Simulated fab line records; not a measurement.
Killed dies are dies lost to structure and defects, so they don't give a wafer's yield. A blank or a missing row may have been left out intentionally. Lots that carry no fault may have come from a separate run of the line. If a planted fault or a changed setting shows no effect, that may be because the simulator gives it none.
Comparing a struck lot with a sound one || flow nand_harc || 11 out of 1159 route steps
Sound: these wafers, L753.2, L753.4, L753.5. Struck: wafer L765.4. (L765.2 of the same lot was not struck and is left out.) The cause comes at the end.
At each step with rows: each side's tool, then ch and its chambers, then its first start. Under that, the readings that differ: sound wafers || struck wafers || difference of the means || sigmas: that difference in standard deviations of wafers without a fault.
alike: words and numbers the same on both sides, and readings whose means are apart by under 2 such deviations; not compared: readings that were withheld, readings missing a value for some wafer, numbers with overlapping values and no deviation given by the record, and bounds like >300 which may hide the same value.
Wherever a step has rows on one side only, a row that says differs or no value, or a row with sigmas, the two part there. Numbers that have no deviation but don't overlap get no sigmas and don't part them. Lack of a reading on every wafer of one side parts them only where that side has two or more wafers.

NHARC_P_START_INSPECT_01:
  struck on defect_inspect-01, day 5 18:02; sound on defect_inspect-02, day 2 18:02
  alike: raw_defect_count
then, 7 steps without rows for these wafers: NHARC_P_ZERO_WELL_PRECLEAN_00 (cleans in SPM, time 600 s); NHARC_P_ZERO_WELL_SRD_01; NHARC_P_ZERO_WELL_PECVD_02 (deposits SiO2, target thk 10 nm); NHARC_P_ZERO_WELL_DEHYDRATE_03 (time 120 s); NHARC_P_ZERO_WELL_HMDS_04 (time 30 s); NHARC_P_ZERO_WELL_COAT_64 (time 65 s); NHARC_P_ZERO_WELL_COAT_05 (resist thk 600 nm).
NHARC_P_ZERO_WELL_SOFTBAKE_06: time 70 s.
  sound on litho_track-02 ch 0, day 2 18:00; struck on litho_track-02 ch 0, day 5 18:00
{"reading": "exhaust_pa (Pa)", "sound": "46.1 45.4 45.5", "struck": 43.9, "difference": -1.8, "sigmas": -2}
{"reading": "heater_power_total_W (W)", "sound": "202.5 199.3 202.4", "struck": 224.0, "difference": "+22.6", "sigmas": "+17"}
next, for these wafers, 1 step has no rows: NHARC_P_ZERO_WELL_EBR_07.
-- break in the record here, with 18 days between the starts of the struck wafers on either side (left off in module P_ZERO_WELL, picked up again in module END, where the first step shown is number 1159 on the route) --
NHARC_END_SORT_01:
  sound on prober-01 ch 0, day 21 08:43; struck on prober-02 ch 0, day 23 20:34
  alike: killed_at_array, killed_at_other, killed_at_periphery, killed_dies, killed_open, killed_short

WHERE THEY PART
Only at NHARC_P_ZERO_WELL_SOFTBAKE_06, as far as this record shows. Later steps at which nothing parts them and some readings are alike: NHARC_END_SORT_01.

WHY: the cause the simulator had injected
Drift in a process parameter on litho_track-02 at NHARC_P_ZERO_WELL_SOFTBAKE_06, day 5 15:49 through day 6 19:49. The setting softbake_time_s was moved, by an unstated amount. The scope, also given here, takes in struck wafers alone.
